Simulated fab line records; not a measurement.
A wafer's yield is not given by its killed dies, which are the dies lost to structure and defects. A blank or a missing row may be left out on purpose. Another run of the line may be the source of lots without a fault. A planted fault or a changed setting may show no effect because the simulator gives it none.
2 desks, one fault / flow nand-harc / each desk holds nothing but its own numbers, with what lay behind them at the end

== FOR THE TOOL OWNER'S DESK: rie-diel-05 ==
The tool's own readings at NHARC_A_BLC_ETCH_16 (etches the open film in CF4, target depth 39 nm, time 65 s): means of the sampled wafers that have a number, for each lot that ran on this tool. The brackets show how far a lot's mean lies from the usual mean; more than 4 standard deviations puts the lot out of limits, marked OUT.
Columns: A = drypump-motor-current-A at NHARC_A_BLC_ETCH_16, usual 5.9 A; B = oes-product-au at NHARC_A_BLC_ETCH_16, usual 1.006 a.u.; C = rf-vpp-V at NHARC_A_BLC_ETCH_16, usual 151.6 V; D = showerhead-plenum-p-Torr at NHARC_A_BLC_ETCH_16, usual 1.79 Torr; E = throttle-valve-pct at NHARC_A_BLC_ETCH_16, usual 13.283 %
lot=L526; first seen here=day 17 02:05; A=5.8; B=1.007; C=150.7; D=1.77; E=13.281
lot=L527; first seen here=day 17 18:19; A=5.8; B=1.018; C=152.0; D=1.77; E=13.278
lot=L532; first seen here=day 18 18:10; A=6.3; B=1.005; C=152.9; D=1.88; E=13.299
lot=L531; first seen here=day 19 04:07; A=5.8; B=0.945 (-6.9) OUT; C=151.1; D=1.77; E=13.283
lot=L549; first seen here=day 24 12:56; A=5.9; B=1.005; C=151.2; D=1.80; E=13.278
This desk's verdict: out of limits on L531, starting with L531 at day 19 04:07 (oes-product-au at NHARC_A_BLC_ETCH_16). In limits: L526, L527, L532, L549.

== THE DEFECT DESK ==
Counts from the inspections along the route, per lot, as means over the sampled wafers that have a number. The brackets show how far a lot's mean lies from the usual mean; more than 4 standard deviations puts the lot out of limits, marked OUT.
Columns: A = raw-defect-count at NHARC_A_BLC_INSPECT_12, usual 30
lot=L526; first seen here=day 17 01:56; A=26
lot=L527; first seen here=day 17 18:10; A=11
lot=L532; first seen here=day 18 18:01; A=18
lot=L531; first seen here=day 19 03:46; A=31
lot=L539; first seen here=day 20 08:17; A=10
lot=L538; first seen here=day 20 15:33; A=47
lot=L543; first seen here=day 21 22:12; A=16
lot=L544; first seen here=day 21 22:47; A=63
lot=L547; first seen here=day 22 21:01; A=51
lot=L548; first seen here=day 23 13:15; A=23
lot=L549; first seen here=day 24 12:47; A=27
Finding of this desk: none of the 11 lots has anything out of limits.

== ALL TOGETHER ==
An alarm could have come from the tool owner's desk at day 19 04:07, on L531.
The defect desk saw nothing out of limits.
The defect desk has L531 on record, within its limits.
Of the lots named, all ran NHARC_A_BLC_ETCH_16 on rie-diel-05.

== WHAT THE SIMULATOR HAD INSERTED ==
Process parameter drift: rie-diel-05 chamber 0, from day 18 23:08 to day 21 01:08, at NHARC_A_BLC_ETCH_16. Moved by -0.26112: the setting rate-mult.
Lots struck among those shown: L531.
How many hours passed from the start of the fault until each desk's first out-of-limits reading: the tool owner's desk, 5.
